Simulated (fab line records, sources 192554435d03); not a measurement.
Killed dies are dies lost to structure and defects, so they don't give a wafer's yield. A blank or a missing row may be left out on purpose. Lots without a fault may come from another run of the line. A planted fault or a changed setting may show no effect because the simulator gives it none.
Chamber matching | flow n5_finfet | N5_BEOL_M6_ETCH_65 on rie_diel-05: 4 sister chambers
The step etches SiARC in CF4, target depth 15.6 nm, time 26 s. 4 wafers are shown with their chamber, then 7 later ones without.

WAFERS WITH THEIR CHAMBER
wafer  | chamber | showerhead_plenum_p_Torr (Torr)
L079.6 | 1       | 2.12
L087.1 | 3       | 2.29
L089.1 | 0       | 2.02
L089.2 | 2       | 2.19

WAFERS WITHOUT THEIR CHAMBER
wafer  | showerhead_plenum_p_Torr (Torr)
L089.6 | 2.29
L086.2 | 2.29
L086.4 | 2.02
L086.6 | 2.02
L092.1 | 2.11
L092.3 | 2.02
L092.5 | 2.01

WHICH CHAMBER EACH WENT THROUGH
wafer  | from the rows above | in truth
L089.6 | 3                   | 3
L086.2 | 3                   | 3
L086.4 | 0                   | 0
L086.6 | 0                   | 0
L092.1 | 1                   | 1
L092.3 | 0                   | 0
L092.5 | 0                   | 0
Placed correctly: 7 of 7. Can't be placed from these rows: 0. Placed wrongly: 0.
How it was worked out, from the rows above alone: a wafer's distance from a chamber is the root of the sum, over the readings, of the square of ((its reading less the chamber's mean) divided by the reading's scatter). The wafer belongs to the nearest chamber; if the next one is less than 2 further off, it can't be placed. A chamber's mean is the mean of its shown wafers. The scatter: with one shown wafer a chamber, the root of the mean of the squares of how far each hidden wafer lies from its nearest shown one.
